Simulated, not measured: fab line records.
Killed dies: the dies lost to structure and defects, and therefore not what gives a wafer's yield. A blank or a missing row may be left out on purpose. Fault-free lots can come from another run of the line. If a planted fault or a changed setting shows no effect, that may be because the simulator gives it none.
fab line records	flow nand-harc
[record] lots = 10	wafers = 30	last-day = 26
route steps=1159 shown A_M1@1037 END@1159
lots that met no fault: taken from a fault-free run of the same line
start-h: hours from the record's opening day to when the first of the lot's shown wafers began	wait-h: hours since the lot's step before	" identical to the entry in the row above	L1.1+2: one row covering several wafers at once	- no value present, or no start provided	* or withheld: withheld	< > ~ a bound
route shown NAME@n: names a module that has steps shown in the file, with the first one's number in the route	usual: the fault-free wafers' mean and standard deviation	same: alike in all rows	chamber/n: place in a boat	sites: readings site by site	_std_site: standard deviation across them	_edge_site: mean of outer sites minus mean of inner sites	radius-mm: how far each site lies from the wafer's centre	mask NAME#n: copy n	behind: the last tool/chamber to shape the wafer	hold: reason for holding the lot/hours on hold/outcome of the hold	device: the transistor (n, p or np) that didn't switch	end of line: tests run on the same wafers once the route is complete	a step with no rows: only its recipe	killed: dies lost to structure and defects at the first sort, not the wafer's yield	map: the dies of a wafer, with x for killed, . for not killed, _ for no die there
set.NAME: the setting as run; set.NAME@STEP: as run at that earlier step	model.NAME: the simulator's own value behind a step, which no gauge read
a sample of lots followed through the steps of the route, with each step as a table and each wafer as a row
services: a tool's chamber out of use, with start hour (start-h, from the record's first day; less than 0 if before it), hours out, and reason
[[steps]]
[step NHARC_A_M1_OVL_MEAS_10]
[recipe] pitch-nm = 240
[usual] overlay-x-nm = -0.1/1	overlay-y-nm = 0.0/0.64
lot.wafer	tool	chamber	start-h	wait-h	overlay-x-nm	overlay-y-nm
L483.1	overlay-01	-	407.10	-	1.0	0.0
L483.3	"	-	"	"	1.1	0.9
L483.6	"	-	"	"	1.6	-0.1
L486.3	overlay-02	-	422.21	-	0.4	-0.7
L486.5	"	-	"	"	0.4	-0.7
L486.6	"	-	"	"	0.9	-0.1
L492.1	overlay-01	-	458.80	-	-0.3	0.0
L492.3	"	-	"	"	-1.1	0.1
L492.5	"	-	"	"	-0.7	0.1
L494.3	overlay-01	-	474.17	-	-1.0	-0.5
L494.4	"	-	"	"	-0.8	-0.5
L494.6	"	-	"	"	-0.7	-0.7
L496.1	overlay-02	-	474.93	-	-1.1	1.2
L496.3	"	-	"	"	-1.5	0.1
L496.5	"	-	"	"	-0.5	0.4
L499.1	overlay-01	-	509.82	-	-0.6	0.0
L499.3	"	-	"	"	-0.8	0.0
L499.6	"	-	"	"	-1.4	0.2
L503.1	overlay-01	-	514.53	-	0.5	0.1
L503.4	"	-	"	"	0.7	0.0
L503.6	"	-	"	"	0.3	0.5
L501.2	overlay-01	-	539.79	-	-0.7	0.0
L501.3	"	-	"	"	-0.5	0.4
L501.5	"	-	"	"	-0.8	0.3
L502.4	overlay-01	-	546.29	-	-0.6	0.1
L502.5	"	-	"	"	-0.4	0.7
L502.6	"	-	"	"	0.2	0.0
L505.3	overlay-02	-	548.01	-	-0.1	0.0
L505.5	"	-	"	"	-0.2	0.3
L505.6	"	-	"	"	0.0	0.2
[step NHARC_A_M1_ETCH_15]
[recipe] target-depth-a = 1825	time-s = 91.2	c4f8-flow-sccm = withheld	ar-flow-sccm = 400	rf-w = 600	bias-w = 300	chemistry = C4F8/Ar
[usual] oes-product-au = 0.945/0.024	rf-vpp-V = 442.0/2.4
lot.wafer	tool	chamber	start-h	wait-h	oes-product-au	rf-hours-counter-h	rf-vpp-V
L483.1	rie-diel-02	0	-	-	0.918	2	442.4
L483.3	"	1	"	"	0.933	2	440.8
L483.6	"	0	"	"	0.926	-	443.1
L486.3	rie-diel-02	2	-	-	0.915	2	440.3
L486.5	"	0	"	"	0.932	-	443.0
L486.6	"	2	"	"	0.915	-	439.7
L492.3	rie-diel-09	1	-	-	0.957	2	444.5
L492.1	"	2	"	"	0.945	2	444.9
L492.5	"	3	"	"	0.985	-	444.4
L494.3	rie-diel-02	3	-	-	0.940	4	438.8
L494.4	"	0	"	"	0.980	3	442.7
L494.6	"	2	"	"	0.938	-	439.6
L496.1	rie-diel-05	3	-	-	0.958	8	444.6
L496.3	"	0	"	"	0.949	9	437.7
L496.5	"	2	"	"	0.986	-	443.5
L499.3	rie-diel-09	3	-	-	0.968	6	444.8
L499.1	"	1	"	"	0.948	5	441.5
L499.6	"	2	"	"	0.941	-	444.6
L503.1	rie-diel-05	1	-	-	0.940	12	444.0
L503.6	"	2	"	"	0.943	-	441.4
L503.4	"	3	"	"	0.922	-	443.6
L501.2	rie-diel-09	0	-	-	0.925	6	443.7
L501.3	"	2	"	"	0.919	7	444.0
L501.5	"	0	"	"	0.918	-	443.1
L502.4	rie-diel-02	2	-	-	0.964	0	438.1
L502.5	"	0	"	"	0.970	-	442.0
L502.6	"	1	"	"	0.981	-	440.2
L505.3	rie-diel-09	2	-	-	0.942	7	444.0
L505.5	"	0	"	"	0.966	-	444.3
L505.6	"	1	"	"	0.991	-	443.2
[step NHARC_A_M1_ETCH_28]
[recipe] target-depth-a = 300	over-etch-frac = 0.3	time-s = 72.99	ion-energy-ev = 150	cf4-flow-sccm = 50	n2-flow-sccm = 100	ar-flow-sccm = 150	rf-w = 300	bias-w = 100	chemistry = CF4/N2
[usual] drypump-motor-current-A = 5.9/0.46	oes-product-au = 0.997/0.015	rf-vpp-V = 314.8/2	showerhead-plenum-p-Torr = 2.66/0.1	throttle-valve-pct = 19.795/0.0089
lot.wafer	tool	chamber	start-h	wait-h	drypump-motor-current-A	oes-product-au	rf-hours-counter-h	rf-vpp-V	showerhead-plenum-p-Torr	throttle-valve-pct
L483.3	rie-diel-02	0	-	-	5.7	0.996	1.8	316.4	2.67	19.792
L483.1	"	2	"	"	5.4	0.975	1.8	313.5	2.59	19.800
L483.6	"	0	"	"	5.6	1.006	-	314.7	2.67	19.800
L486.3	rie-diel-09	2	-	-	6.2	0.987	10.6	316.2	2.76	19.800
L486.6	"	3	"	"	5.5	1.002	-	316.6	2.76	19.786
L486.5	"	0	"	"	5.3	0.986	-	316.5	2.73	19.789
L492.1	rie-diel-02	0	-	-	5.7	1.001	3.3	315.2	2.67	19.801
L492.3	"	3	"	"	6.1	0.973	3.8	312.2	2.48	19.797
L492.5	"	1	"	"	6.1	1.019	-	313.7	2.57	19.782
L494.4	rie-diel-05	3	-	-	5.0	1.005	8.1	316.6	2.73	19.809
L494.3	"	0	"	"	5.6	1.022	9.4	311.0	2.48	19.791
L494.6	"	3	"	"	5.0	0.997	-	313.6	2.73	19.809
L496.3	rie-diel-02	1	-	-	6.1	1.020	3.5	312.5	2.57	19.813
L496.1	"	2	"	"	5.4	0.989	3.8	313.2	2.59	19.790
L496.5	"	3	"	"	6.1	0.985	-	311.6	2.48	19.789
L499.1	rie-diel-09	2	-	-	6.2	0.963	5.4	316.4	2.76	19.799
L499.3	"	3	"	"	5.5	1.002	5.8	317.4	2.76	19.795
L499.6	"	2	"	"	6.2	0.979	-	317.9	2.76	19.795
L503.1	rie-diel-09	3	-	-	5.5	0.999	6.1	317.2	2.76	19.792
L503.6	"	1	"	"	6.6	0.994	-	316.3	2.71	19.796
L503.4	"	3	"	"	5.5	0.993	-	315.9	2.76	19.805
L501.3	rie-diel-05	2	-	-	6.3	0.998	1.3	315.1	2.71	19.795
L501.2	"	0	"	"	5.6	0.995	0.9	312.4	2.48	19.797
L501.5	"	2	"	"	6.3	0.997	-	314.6	2.71	19.803
L502.4	rie-diel-05	1	-	-	6.3	1.002	1.9	315.8	2.76	19.799
L502.6	"	3	"	"	5.0	1.003	-	316.4	2.73	19.791
L502.5	"	0	"	"	5.6	0.991	-	311.4	2.48	19.805
L505.3	rie-diel-02	2	-	-	5.4	1.010	0.6	314.7	2.59	19.808
L505.5	"	2	"	"	5.4	1.024	-	314.1	2.59	19.785
L505.6	"	3	"	"	6.0	0.980	-	311.3	2.48	19.792
[step NHARC_A_M1_ECD_22]
[recipe] target-thk-a = 4000	bath-temp-c = 25	material = Cu
[usual] bath-heat-duty-pct = 6.5/0.9	bath-temp-c = 25.01/0.11
lot.wafer	tool	chamber	start-h	wait-h	bath-heat-duty-pct	bath-temp-c
L483.1	ecd-cu-01	0	408.64	-	6.2	25.01
L483.3	"	1	"	"	7.2	24.86
L483.6	"	1	"	"	7.1	25.06
L486.3	ecd-cu-01	1	423.86	-	7.2	24.85
L486.5	"	1	"	"	7.6	24.92
L486.6	"	0	"	"	6.1	24.92
L492.1	ecd-cu-02	1	460.31	-	7.4	24.89
L492.3	"	0	"	"	5.0	25.02
L492.5	"	0	"	"	6.5	25.00
L494.3	ecd-cu-01	1	475.78	-	-	-
L494.4	"	0	"	"	-	-
L494.6	"	1	"	"	-	-
L496.1	ecd-cu-01	1	476.41	-	-	-
L496.3	"	0	"	"	-	-
L496.5	"	0	"	"	-	-
L499.1	ecd-cu-01	0	511.52	-	5.7	24.95
L499.3	"	1	"	"	7.3	24.88
L499.6	"	1	"	"	7.5	24.79
L503.1	ecd-cu-01	1	516.21	-	7.7	25.18
L503.4	"	1	"	"	6.7	25.25
L503.6	"	0	"	"	6.5	24.86
L501.2	ecd-cu-01	1	541.29	-	7.4	25.13
L501.3	"	1	"	"	7.0	25.18
L501.5	"	0	"	"	6.3	25.25
L502.4	ecd-cu-01	1	548.21	-	6.5	24.95
L502.6	"	1	"	"	7.5	24.99
L502.5	"	0	"	"	5.8	24.75
L505.3	ecd-cu-01	1	549.62	-	7.4	25.03
L505.6	"	1	"	"	6.8	25.07
L505.5	"	0	"	"	5.7	24.85
[step NHARC_A_M1_CMP_23]
[recipe] t-overpolish-s = 20	target-thk-nm = 154.34
[usual] motor-current-A = 12.1/1.1	slurry-filter-dp-kPa = 13.50/0.13	time-to-endpoint-s = 31/3.1
lot.wafer	tool	chamber	start-h	wait-h	motor-current-A	slurry-filter-dp-kPa	time-to-endpoint-s
L483.3	cmp-01	0	409.34	-	12.2	13.17	31
L483.1	"	2	"	"	13.7	13.75	29
L483.6	"	3	"	"	10.6	13.43	28
L486.3	cmp-04	2	424.47	-	12.9	13.60	28
L486.6	"	2	"	"	13.2	13.57	23
L486.5	"	3	"	"	10.4	13.44	30
L492.1	cmp-04	0	461.09	-	12.1	13.48	33
L492.3	"	1	"	"	13.3	13.39	36
L492.5	"	2	"	"	13.1	13.58	28
L494.4	cmp-03	3	476.43	-	10.8	13.66	2
L494.3	"	1	"	"	11.7	13.43	4
L494.6	"	2	"	"	13.7	13.49	3
L496.1	cmp-04	2	477.21	-	12.8	13.40	4
L496.3	"	3	"	"	11.2	13.57	6
L496.5	"	0	"	"	12.0	13.50	5
L499.3	cmp-03	3	512.28	-	11.0	13.55	29
L499.1	"	2	"	"	13.8	13.42	30
L499.6	"	0	"	"	12.2	13.55	27
L503.4	cmp-04	0	516.97	-	11.9	13.37	32
L503.1	"	2	"	"	12.7	13.34	30
L503.6	"	1	"	"	13.3	13.44	37
L501.3	cmp-04	3	542.04	-	10.8	13.78	33
L501.2	"	0	"	"	11.2	13.64	34
L501.5	"	3	"	"	11.0	13.18	33
L502.4	cmp-01	3	549.08	-	11.2	13.62	27
L502.5	"	3	"	"	11.2	13.36	26
L502.6	"	0	"	"	12.7	13.39	29
L505.3	cmp-04	2	550.42	-	13.4	13.49	29
L505.5	"	0	"	"	11.9	13.53	32
L505.6	"	1	"	"	13.0	13.44	37
[step NHARC_A_M1_THK_MEAS_24]
[recipe] thk-meas-gauge = xrf
[usual] thk-nm = 155.3/1.7
lot.wafer	tool	chamber	start-h	wait-h	thk-nm
L483.1	film-metro-02	-	409.63	-	153.4
L483.3	"	-	"	"	154.7
L483.6	"	-	"	"	153.0
L486.3	film-metro-02	-	424.79	-	152.4
L486.5	"	-	"	"	156.3
L486.6	"	-	"	"	151.7
L492.1	film-metro-02	-	461.35	-	154.9
L492.3	"	-	"	"	155.3
L492.5	"	-	"	"	153.3
L494.3	film-metro-02	-	476.72	-	30.4
L494.4	"	-	"	"	30.6
L494.6	"	-	"	"	28.9
L496.1	film-metro-01	-	477.47	-	30.3
L496.3	"	-	"	"	30.7
L496.5	"	-	"	"	28.9
L499.1	film-metro-02	-	512.59	-	156.3
L499.3	"	-	"	"	153.5
L499.6	"	-	"	"	155.3
L503.1	film-metro-02	-	517.28	-	154.3
L503.4	"	-	"	"	154.8
L503.6	"	-	"	"	157.0
L501.2	film-metro-01	-	542.33	-	155.6
L501.3	"	-	"	"	155.3
L501.5	"	-	"	"	156.2
L502.4	film-metro-01	-	549.40	-	154.9
L502.5	"	-	"	"	157.0
L502.6	"	-	"	"	156.1
L505.3	film-metro-01	-	550.68	-	155.7
L505.5	"	-	"	"	154.6
L505.6	"	-	"	"	158.0
[step NHARC_END_SORT_01]
[recipe] temp-c = 25
[usual] defect-limited-yield = 95.4/1.7	killed-at-array = 27/12	killed-at-other = 0.9/1.1	killed-at-periphery = 3.2/2.4	killed-dies = 31/12	killed-open = 3.3/1.7	killed-short = 2.0/1.6	sort_bin_2_pct = 1.5/0.74	sort_bin_3_pct = 0.25/0.22	sort_bin_4_pct = 2.9/1.1	sort-n-pass = 646/12	sort-rim-yield-pct = 97.2/1.8	sort-yield-pct = 95.4/1.7
[same] gross-dies = 677	sort_bin_5_pct[%] = 0	sort_bin_6_pct[%] = 0	sort_bin_7_pct[%] = 0	sort_bin_8_pct[%] = 0	sort-rim-n-gross = 106.00
lot.wafer	tool	chamber	start-h	wait-h	defect-limited-yield[%]	killed-at-array	killed-at-other	killed-at-periphery	killed-dies	killed-open	killed-short	sort_bin_2_pct[%]	sort_bin_3_pct[%]	sort_bin_4_pct[%]	sort-n-pass	sort-rim-yield-pct[%]	sort-yield-pct[%]
L496.1	prober-01	0	579.11	2.5	0	675	1	1	677	3	2	97.0	0.44	2.5	0	0	0
L496.3	prober-01	0	580.73	3.1	0	677	0	0	677	5	1	96.8	0	3.2	0	0	0
L496.5	prober-01	0	582.34	3.7	0	676	1	0	677	3	3	97.8	0.74	1.5	0	0	0
L494.3	prober-02	0	580.63	3.1	0	676	0	1	677	1	4	95.6	0.89	3.5	0	0	0
L494.4	prober-02	0	581.44	3.4	0	671	1	5	677	5	2	95.1	0.30	4.6	0	0	0
L494.6	prober-02	0	583.05	4.0	0	670	3	4	677	5	2	93.4	0.15	6.5	0	0	0
L499.1	prober-02	0	602.48	2.5	94.8	29	3	3	35	4	2	1.2	0.59	3.4	642	98.1	94.8
L499.3	prober-02	0	604.07	3.1	94.7	33	1	2	36	4	0	1.0	0	4.3	641	98.1	94.7
L499.6	prober-02	0	606.46	4.0	95.6	26	1	3	30	3	2	1.5	0.15	2.8	647	97.2	95.6
L501.2	prober-01	0	611.12	2.8	93.1	40	0	7	47	6	0	1.6	0.30	5.0	630	96.2	93.1
L501.3	prober-01	0	611.92	3.1	92.8	48	0	1	49	3	0	2.2	0.44	4.6	628	99.1	92.8
L501.5	prober-01	0	613.53	3.7	92.3	49	0	3	52	4	5	1.9	0.74	5.0	625	96.2	92.3
L505.3	prober-02	0	619.74	3.1	95.6	25	3	2	30	2	3	2.1	0.30	2.1	647	95.3	95.6
L505.5	prober-02	0	621.35	3.7	95.0	26	3	5	34	6	2	1.8	0.15	3.1	643	97.2	95.0
L505.6	prober-02	0	622.16	4.0	96.2	21	1	4	26	4	5	1.3	0.44	2.1	651	96.2	96.2
// killed by level:class
L496.1 A_M1:area-ecd=652 A_CHANNEL_HOLE_D1:chamber-film-flake=17 A_STAIRCASE:chamber-film-flake=2 P_GATE:geometric-particle:open=1 A_ONON_D1:geometric-particle:short=1 A_SGD_CUT:geometric-particle:open=1 A_WL_FILL:geometric-particle:short=1 STARTING-WAFER:geometric-particle:open=1
L494.3 A_M1:area-ecd=635 A_CHANNEL_HOLE_D1:chamber-film-flake=17 A_SLIT:chamber-film-flake=14 A_CONTACT:chamber-film-flake=2 A_ONON_D1:geometric-particle:short=1 A_SGD_CUT:geometric-particle:short=1 A_WL_FILL:geometric-particle:open=1 A_WL_FILL:geometric-particle:short=1
L496.3 A_M1:area-ecd=647 A_CHANNEL_HOLE_D1:chamber-film-flake=17 A_STAIRCASE:chamber-film-flake=4 A_CONTACT:geometric-particle:open=3 A_WL_FILL:geometric-particle:open=2 A_CONTACT:geometric-particle:short=1 A_WL_FILL:chamber-film-flake=1 A_CONTACT:chamber-film-flake=1
L494.4 A_M1:area-ecd=630 A_CHANNEL_HOLE_D1:chamber-film-flake=18 A_SLIT:chamber-film-flake=13 A_CONTACT:geometric-particle:open=2 A_CHANNEL_FILL_D1:chamber-film-flake=2 A_CONTACT:chamber-film-flake=2 P_GATE:geometric-particle:open=1 A_ONON_D1:geometric-particle:open=1
L496.5 A_M1:area-ecd=652 A_CHANNEL_HOLE_D1:chamber-film-flake=13 A_CHANNEL_HOLE_D1:geometric-particle:short=2 A_WL_FILL:chamber-film-flake=2 A_WL_FILL:geometric-particle:open=1 A_CONTACT:geometric-particle:open=1 A_BLC:geometric-particle:open=1 A_M1:geometric-particle:short=1
L494.6 A_M1:area-ecd=623 A_CHANNEL_HOLE_D1:chamber-film-flake=18 A_SLIT:chamber-film-flake=16 A_STAIRCASE:chamber-film-flake=5 A_CONTACT:chamber-film-flake=3 A_M1:geometric-particle:open=2 P_M2:chamber-film-flake=2 P_M0:geometric-particle:open=1
L499.1 A_SLIT:chamber-film-flake=11 A_CHANNEL_HOLE_D1:chamber-film-flake=6 A_CONTACT:chamber-film-flake=4 A_CONTACT:geometric-particle:open=2 A_STAIRCASE:chamber-film-flake=2 THIN_TSV:chamber-film-flake=2 P_GATE:geometric-particle:open=1 A_ONON_D1:geometric-particle:short=1
L499.3 A_SLIT:chamber-film-flake=17 A_CHANNEL_HOLE_D1:chamber-film-flake=10 A_CONTACT:chamber-film-flake=2 P_CONTACT:geometric-particle:open=1 P_M0:geometric-particle:open=1 A_CHANNEL_FILL_D1:geometric-particle:open=1 A_CONTACT:geometric-particle:open=1 A_STAIRCASE:chamber-film-flake=1
L499.6 A_SLIT:chamber-film-flake=10 A_CHANNEL_HOLE_D1:chamber-film-flake=6 A_CONTACT:chamber-film-flake=5 P_M0:geometric-particle:open=1 P_BONDPAD:geometric-particle:open=1 A_ONON_D1:geometric-particle:short=1 A_CONTACT:geometric-particle:open=1 A_BLC:geometric-particle:short=1
L501.2 A_CHANNEL_HOLE_D1:chamber-film-flake=23 A_SLIT:chamber-film-flake=14 P_GATE:geometric-particle:open=2 A_CONTACT:chamber-film-flake=2 P_STI:geometric-particle:open=1 P_CONTACT:geometric-particle:open=1 P_M0:geometric-particle:open=1 P_M1:geometric-particle:open=1
L501.3 A_CHANNEL_HOLE_D1:chamber-film-flake=21 A_SLIT:chamber-film-flake=17 A_STAIRCASE:chamber-film-flake=4 A_CONTACT:chamber-film-flake=3 P_STI:geometric-particle:open=1 A_CHANNEL_FILL_D1:geometric-particle:open=1 A_SGD_CUT:geometric-particle:open=1 A_CHANNEL_FILL_D1:chamber-film-flake=1
L501.5 A_CHANNEL_HOLE_D1:chamber-film-flake=21 A_SLIT:chamber-film-flake=20 A_CHANNEL_FILL_D1:geometric-particle:short=2 A_CONTACT:geometric-particle:open=2 A_M0:geometric-particle:open=2 P_STI:geometric-particle:short=1 P_M2:geometric-particle:short=1 A_WL_FILL:geometric-particle:short=1
L505.3 A_CHANNEL_HOLE_D1:chamber-film-flake=7 A_STAIRCASE:chamber-film-flake=7 A_CONTACT:chamber-film-flake=4 THIN_TSV:chamber-film-flake=3 A_ONON_D1:geometric-particle:short=2 P_GATE:chamber-film-flake=2 A_ONON_D1:geometric-particle:open=1 A_WL_FILL:geometric-particle:open=1
L505.5 A_CHANNEL_HOLE_D1:chamber-film-flake=12 A_STAIRCASE:chamber-film-flake=5 THIN_TSV:chamber-film-flake=3 P_GATE:chamber-film-flake=2 A_CONTACT:chamber-film-flake=2 P_CONTACT:geometric-particle:open=1 P_M0:geometric-particle:open=1 P_M2:geometric-particle:open=1
L505.6 A_CHANNEL_HOLE_D1:chamber-film-flake=9 A_ONON_D1:geometric-particle:short=3 A_STAIRCASE:chamber-film-flake=3 P_M1:geometric-particle:open=2 A_CONTACT:chamber-film-flake=2 P_M0:geometric-particle:open=1 A_SOURCE_PLATE:geometric-particle:short=1 A_CONTACT:geometric-particle:short=1
[[services]]
tool	chamber	start-h	hours	kind
cmp-04	-	389.61	1.4	repair
cmp-03	-	395.64	0.3	repair
cmp-04	-	399.07	4.0	pm
rie-diel-05	3	404.91	5.2	repair
rie-diel-02	1	416.58	14.9	repair
rie-diel-05	2	416.88	2.6	repair
rie-diel-05	1	418.84	2.9	repair
rie-diel-02	2	425.58	5.9	repair
cmp-01	-	426.31	1.5	repair
rie-diel-02	0	430.15	9.7	repair
rie-diel-09	-	431.15	9.0	pm
ecd-cu-01	-	448.00	8.0	pm
rie-diel-05	2	449.90	18.6	repair
cmp-03	-	450.12	4.0	pm
cmp-04	-	455.90	0.8	repair
rie-diel-09	1	483.01	1.3	repair
rie-diel-05	2	492.54	1.3	repair
cmp-04	-	497.07	4.0	pm
rie-diel-02	2	501.23	6.0	repair
rie-diel-02	-	504.70	9.0	pm
rie-diel-09	0	507.93	8.8	repair
rie-diel-05	0	512.41	19.5	repair
rie-diel-05	-	517.60	9.0	pm
rie-diel-05	3	529.22	7.4	repair
[[key]]
[first-sign] step = NHARC_A_M1_ECD_22	reading = tool-record	direction = missing
[effect] step = NHARC_A_M1_CMP_23	reading = time-to-endpoint-s	direction = down	sigmas = 8.7	usual = *	struck = *
[effect] step = NHARC_A_M1_THK_MEAS_24	reading = thk-nm	direction = down	sigmas = 73	usual = 155.3	struck = 30.0
[effect] step = NHARC_END_SORT_01	reading = sort_bin_2_pct	direction = up	sigmas = 99+	usual = 1.5	struck = 95.9
[more-kills-born-at] NHARC_A_M1_ECD_22@ecd-cu-01 = 3839
met-at NHARC_A_M1_ECD_22
struck-lots L494,L496
later-rows-left-out L494.3,L494.4,L494.6,L496.1,L496.3,L496.5
not-acting-at NHARC_A_M1_OVL_MEAS_10,NHARC_A_M1_ETCH_15,NHARC_A_M1_ETCH_28
onset-between 423.86 475.78
[fault] kind = skipped-step-whole	tool = ecd-cu-01	chamber = -	onset-h = 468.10	steps = NHARC_A_M1_ECD_22	scope = struck-lots-only
// later-rows-left-out: the simulator's readings of these wafers behind a module that went badly wrong aren't trusted and aren't shown, but for the sort
